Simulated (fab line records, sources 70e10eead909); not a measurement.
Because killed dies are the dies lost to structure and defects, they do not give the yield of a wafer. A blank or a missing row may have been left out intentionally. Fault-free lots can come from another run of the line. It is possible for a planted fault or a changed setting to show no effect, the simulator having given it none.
fab line records    flow nandHarc    part 2 of 2: steps 5 to 6 of 6
record: lots: 20  wafers: 60  lastDay: 33
route steps=1302 shown A_STAIRCASE@883 A_SLIT@934 A_CONTACT@1002
lots with no fault: from the same line, run without faults
startH: hours from the record's opening day to when the first of the lot's shown wafers began    waitH: hours since the lot's step before    " repeats the value in the row above    L1.1+2: a row that stands for several wafers    - either no value or no given start    * or withheld: withheld    < > ~ a bound
route shown NAME@n: names a module that has steps shown in the file, with the first one's number in the route    usual: mean/standard deviation of fault-free wafers    same: alike in all rows    chamber/n: place in a boat    sites: per-site readings    _std_site: standard deviation across them    _edge_site: the outer-site mean with the inner-site mean subtracted    radiusMm: for every site, how far away it sits from the centre of the wafer    mask NAME#n: copy n    behind: the most recent tool/chamber to have shaped the wafer    hold: what put the lot on hold/how long, in hours/how the hold closed    device: the transistor (n, p or np) that didn't switch    end of line: the route-end tests of the same wafers    a step given without rows: its recipe and nothing more    killed: the dies lost at the first sort to structure and to defects; this is not the yield of the wafer    map: the dies of a wafer, with x for killed, . for not killed, _ for no die there
set.NAME: the setting as run; set.NAME@STEP: as run at that earlier step    model.NAME: the simulator's own value behind a step, which no gauge read
route steps across a sampled set of lots; one table per step, one row per wafer
services: the hour from which a tool's chamber was out of use, counted from the record's first day as startH (under 0 if before that day), plus the number of hours and why
== steps ==
step: NHARC_A_CONTACT_ETCH_102
recipe: targetDepthA: 1000  overetchA: 100  timeS: 55  ionEnergyEv: 100  cf4FlowSccm: 80  o2FlowSccm: 20  arFlowSccm: 0  rfW: 300  biasW: 100  chemistry: CF4/O2
usual: drypumpMotorCurrentA: 5.6/0.48  oes_ar_750_au: 0.999/0.0048  oesProductAu: 0.996/0.0073  rfVppV: 198.1/1.6  showerheadPlenumPTorr: 1.35/0.073  throttleValvePct: 13.398/0.009
lot.wafer  tool        chamber  startH  waitH  drypumpMotorCurrentA  oes_ar_750_au  oesProductAu  rfHoursCounterH  rfVppV  showerheadPlenumPTorr  throttleValvePct
L074.3     rieDiel-11  1        508.39  0.1    5.4                   1.004          1.010         23               197.9   1.37                   13.390
L074.2     "           3        "       "      5.4                   1.001          0.996         23               197.5   1.25                   13.404
L074.6     "           1        "       "      5.4                   1.005          1.008         -                199.8   1.37                   13.403
L075.4     rieDiel-04  1        511.54  0.0    5.6                   0.994          0.977         24               198.2   1.41                   13.389
L075.5     "           1        "       "      5.6                   1.003          1.002         -                198.4   1.41                   13.405
L075.6     "           2        "       "      5.6                   1.000          0.989         -                196.8   1.30                   13.402
L077.2     rieDiel-11  1        524.05  0.1    5.4                   1.009          1.005         27               198.8   1.37                   13.400
L077.4     "           2        "       "      6.4                   0.993          0.999         28               200.3   1.44                   13.392
L077.5     "           1        "       "      5.4                   0.999          1.013         -                197.6   1.37                   13.390
L076.3     rieDiel-04  3        525.71  0.1    6.3                   0.999          0.985         30               196.9   1.24                   13.403
L076.2     "           1        "       "      5.6                   1.010          0.983         29               200.5   1.41                   13.407
L076.6     "           3        "       "      6.3                   1.000          0.988         -                197.5   1.24                   13.396
L078.3     rieDiel-04  2        543.17  0.1    5.7                   0.996          0.994         0                197.6   1.30                   13.396
L078.1     "           3        "       "      6.3                   1.000          1.010         0                197.5   1.24                   13.424
L078.6     "           2        "       "      5.7                   1.004          0.992         -                197.8   1.30                   13.404
L079.1     rieDiel-11  1        546.65  0.1    5.4                   0.995          1.004         36               197.7   1.36                   13.393
L079.4     "           3        "       "      5.4                   1.007          0.995         38               196.1   1.25                   13.405
L079.5     "           1        "       "      5.4                   1.001          1.020         -                198.3   1.36                   13.403
L080.1     rieDiel-08  2        571.95  0.1    6.3                   0.994          0.995         3                197.4   1.32                   13.398
L080.4     "           3        "       "      5.8                   0.996          0.999         3                195.4   1.25                   13.393
L080.2     "           1        "       "      5.7                   1.004          1.000         2                199.2   1.45                   13.387
L081.4     rieDiel-11  2        573.11  0.1    6.4                   0.995          0.995         46               199.1   1.44                   13.420
L081.2     "           3        "       "      5.4                   1.003          0.996         46               196.4   1.25                   13.393
L081.3     "           0        "       "      5.5                   0.998          0.990         43               196.9   1.30                   13.415
L082.1     rieDiel-04  1        585.65  0.1    5.6                   0.998          0.986         9                198.8   1.41                   13.394
L082.3     "           0        "       "      4.9                   0.994          0.989         9                198.8   1.41                   13.395
L082.5     "           1        "       "      5.6                   0.997          0.988         -                200.0   1.41                   13.394
L083.3     rieDiel-04  0        590.84  0.1    4.9                   0.993          0.986         10               198.2   1.41                   13.405
L083.6     "           2        "       "      5.7                   0.997          0.997         -                198.7   1.30                   13.413
L083.5     "           3        "       "      6.3                   0.996          1.003         -                196.2   1.24                   13.389
L085.2     rieDiel-08  0        600.42  0.1    4.9                   0.991          1.010         12               199.7   1.42                   13.403
L085.4     "           1        "       "      5.7                   0.999          1.002         13               200.7   1.44                   13.402
L085.5     "           3        "       "      5.9                   0.999          0.995         -                196.5   1.25                   13.400
L084.3     rieDiel-04  0        605.26  0.1    4.9                   0.991          0.999         12               198.7   1.41                   13.416
L084.2     "           2        "       "      5.7                   0.999          0.998         9                197.1   1.30                   13.401
L084.6     "           0        "       "      4.9                   0.999          0.985         -                199.3   1.41                   13.400
L086.3     rieDiel-04  2        618.01  0.1    5.6                   1.000          1.001         13               196.2   1.30                   13.392
L086.6     "           0        "       "      4.9                   1.005          0.999         -                199.7   1.40                   13.382
L086.5     "           1        "       "      5.6                   0.996          0.996         -                199.0   1.41                   13.411
L087.1     rieDiel-04  3        635.18  0.1    6.3                   1.004          0.999         16               196.2   1.23                   13.412
L087.5     "           1        "       "      5.6                   0.990          0.988         -                198.8   1.41                   13.394
L087.6     "           2        "       "      5.6                   1.000          0.986         -                197.0   1.30                   13.400
L088.3     rieDiel-11  1        646.97  0.0    5.4                   1.005          0.998         9                198.5   1.36                   13.393
L088.2     "           3        "       "      5.4                   0.995          0.995         10               197.1   1.24                   13.396
L088.6     "           1        "       "      5.4                   0.996          0.996         -                198.0   1.36                   13.398
L092.3     rieDiel-04  2        673.96  0.1    5.6                   1.000          1.000         22               196.7   1.30                   13.391
L092.1     "           3        "       "      6.3                   1.005          0.997         24               195.2   1.23                   13.384
L092.5     "           2        "       "      5.6                   0.995          0.993         -                196.5   1.30                   13.387
L093.4     rieDiel-08  3        689.57  0.1    5.8                   1.001          1.002         38               194.5   1.24                   13.408
L093.1     "           1        "       "      5.7                   0.998          0.992         38               200.0   1.44                   13.404
L093.2     "           2        "       "      6.3                   1.001          0.997         37               196.0   1.32                   13.383
L095.4     rieDiel-04  3        708.59  0.0    6.3                   0.990          0.988         28               194.7   1.23                   13.394
L095.1     "           0        "       "      4.9                   1.001          0.993         31               199.0   1.40                   13.387
L095.3     "           2        "       "      5.6                   1.001          0.995         27               197.2   1.29                   13.407
L096.4     rieDiel-08  1        719.86  0.1    5.7                   1.005          0.997         48               199.8   1.44                   13.384
L096.2     "           3        "       "      5.8                   1.003          1.003         48               195.0   1.24                   13.417
L096.6     "           0        "       "      4.9                   1.006          1.009         -                198.0   1.41                   13.402
L097.4     rieDiel-04  0        722.18  0.1    4.9                   1.012          0.995         1                199.7   1.40                   13.393
L097.1     "           1        "       "      5.6                   0.996          0.992         1                199.2   1.41                   13.404
L097.3     "           2        "       "      5.6                   0.998          0.985         1                196.7   1.29                   13.383
step: NHARC_A_CONTACT_STRIP_55
recipe: o2FlowSccm: 500  arFlowSccm: 0  biasW: 0  chemistry: O2
usual: drypumpMotorCurrentA: 5.6/0.49  oesProductAu: 0.998/0.0083  rfVppV: 57.7/0.86  showerheadPlenumPTorr: 3.57/0.19  throttleValvePct: 17.036/0.0096
lot.wafer  tool        chamber  startH  waitH  drypumpMotorCurrentA  oesProductAu  rfHoursCounterH  rfVppV  showerheadPlenumPTorr  throttleValvePct
L074.3     rieDiel-11  1        -       -      5.4                   1.028         23               59.0    3.61                   17.026
L074.2     "           2        "       "      6.4                   1.005         23               58.3    3.79                   17.036
L074.6     "           2        "       "      6.4                   1.002         -                58.0    3.79                   17.051
L075.4     rieDiel-04  3        -       -      6.3                   0.997         25               57.3    3.28                   17.024
L075.6     "           1        "       "      5.6                   0.980         -                57.2    3.73                   17.051
L075.5     "           2        "       "      5.7                   0.983         -                56.5    3.44                   17.029
L077.2     rieDiel-11  2        -       -      6.4                   1.002         28               58.9    3.79                   17.032
L077.4     "           0        "       "      5.5                   1.000         24               57.6    3.46                   17.043
L077.5     "           2        "       "      6.4                   1.002         -                58.6    3.79                   17.041
L076.3     rieDiel-04  1        -       -      5.6                   0.991         29               58.4    3.72                   17.036
L076.2     "           2        "       "      5.7                   0.979         27               57.7    3.44                   17.040
L076.6     "           1        "       "      5.6                   0.983         -                58.0    3.72                   17.038
L078.3     rieDiel-04  1        -       -      5.6                   1.000         0                58.0    3.72                   17.049
L078.1     "           2        "       "      5.6                   0.992         0                56.8    3.44                   17.034
L078.6     "           1        "       "      5.6                   0.999         -                58.1    3.72                   17.026
L079.1     rieDiel-11  2        -       -      6.5                   1.001         37               58.3    3.79                   17.027
L079.4     "           0        "       "      5.5                   0.999         35               57.0    3.45                   17.026
L079.5     "           3        "       "      5.4                   1.003         -                57.6    3.31                   17.031
L080.4     rieDiel-08  1        -       -      5.7                   1.005         2                58.2    3.81                   17.040
L080.2     "           3        "       "      5.9                   1.005         3                57.3    3.32                   17.029
L080.1     "           0        "       "      4.9                   1.001         3                59.5    3.74                   17.028
L081.3     rieDiel-11  2        -       -      6.4                   0.995         46               57.7    3.78                   17.040
L081.4     "           3        "       "      5.4                   1.002         46               58.5    3.31                   17.031
L081.2     "           0        "       "      5.5                   0.998         43               58.3    3.45                   17.030
L082.1     rieDiel-04  1        -       -      5.6                   1.002         9                58.2    3.72                   17.033
L082.3     "           2        "       "      5.6                   0.989         6                56.0    3.44                   17.031
L082.5     "           1        "       "      5.6                   1.003         -                57.7    3.72                   17.025
L083.3     rieDiel-04  0        -       -      4.9                   1.003         10               58.3    3.71                   17.044
L083.6     "           1        "       "      5.6                   0.993         -                56.6    3.72                   17.024
L083.5     "           2        "       "      5.7                   0.992         -                57.4    3.44                   17.020
L085.2     rieDiel-08  0        -       -      4.9                   1.012         13               58.5    3.73                   17.041
L085.4     "           3        "       "      5.9                   1.015         12               57.6    3.31                   17.015
L085.5     "           0        "       "      4.9                   1.015         -                58.2    3.73                   17.027
L084.2     rieDiel-04  2        -       -      5.7                   0.984         9                57.0    3.44                   17.042
L084.3     "           3        "       "      6.3                   0.995         11               55.9    3.27                   17.033
L084.6     "           1        "       "      5.6                   1.002         -                57.2    3.72                   17.026
L086.3     rieDiel-04  0        -       -      4.9                   0.994         15               58.7    3.70                   17.050
L086.6     "           3        "       "      6.3                   0.989         -                56.4    3.27                   17.040
L086.5     "           0        "       "      4.9                   0.986         -                58.3    3.70                   17.037
L087.1     rieDiel-04  0        -       -      4.9                   1.003         17               57.8    3.70                   17.045
L087.5     "           1        "       "      5.6                   0.989         -                58.4    3.71                   17.029
L087.6     "           2        "       "      5.6                   1.002         -                58.1    3.43                   17.036
L088.3     rieDiel-11  3        -       -      5.4                   1.006         10               55.3    3.30                   17.026
L088.2     "           1        "       "      5.5                   0.995         9                58.1    3.58                   17.053
L088.6     "           0        "       "      5.5                   1.001         -                57.4    3.43                   17.039
L092.3     rieDiel-04  2        -       -      5.7                   0.996         22               58.1    3.43                   17.032
L092.1     "           3        "       "      6.3                   0.995         24               57.0    3.27                   17.039
L092.5     "           0        "       "      4.9                   0.991         -                58.2    3.70                   17.037
L093.1     rieDiel-08  0        -       -      4.9                   0.999         41               57.8    3.72                   17.035
L093.2     "           1        "       "      5.7                   0.996         38               57.3    3.79                   17.034
L093.4     "           2        "       "      6.3                   0.998         37               56.6    3.48                   17.042
L095.3     rieDiel-04  3        -       -      6.3                   1.003         28               57.3    3.27                   17.029
L095.4     "           0        "       "      4.9                   0.997         31               58.0    3.69                   17.027
L095.1     "           1        "       "      5.6                   1.004         30               59.3    3.71                   17.039
L096.2     rieDiel-08  3        -       -      5.9                   1.002         48               56.6    3.29                   17.037
L096.4     "           2        "       "      6.3                   1.002         47               56.6    3.47                   17.039
L096.6     "           3        "       "      5.9                   1.008         -                55.6    3.29                   17.032
L097.4     rieDiel-04  0        -       -      4.9                   0.989         1                58.8    3.69                   17.035
L097.1     "           1        "       "      5.6                   0.996         1                59.4    3.71                   17.035
L097.3     "           2        "       "      5.7                   0.984         1                56.7    3.43                   17.027
== services ==
tool        chamber  startH  hours  kind
rieDiel-07  -        430.03  2.1    repair
rieDiel-11  -        434.40  9.0    pm
rieDiel-06  0        437.00  9.5    repair
rieDiel-04  -        441.09  0.2    repair
rieDiel-11  -        463.21  0.6    repair
rieDiel-11  2        480.29  8.2    repair
rieDiel-04  2        484.07  5.5    repair
rieDiel-06  -        484.20  9.0    pm
rieDiel-04  -        495.09  1.9    repair
rieDiel-08  1        498.58  30.5   repair
rieDiel-04  -        509.26  0.9    repair
rieDiel-04  2        526.42  5.9    repair
rieDiel-04  -        531.96  9.0    pm
rieDiel-04  2        566.36  3.8    repair
rieDiel-04  -        569.09  5.3    repair
rieDiel-04  3        575.41  3.6    repair
rieDiel-04  -        601.30  0.3    repair
rieDiel-11  -        602.99  0.5    repair
rieDiel-11  -        611.40  9.0    pm
rieDiel-04  1        637.52  5.0    repair
rieDiel-08  1        649.11  6.7    repair
rieDiel-06  -        661.20  9.0    pm
rieDiel-06  0        680.35  5.9    repair
rieDiel-04  -        708.96  9.0    pm
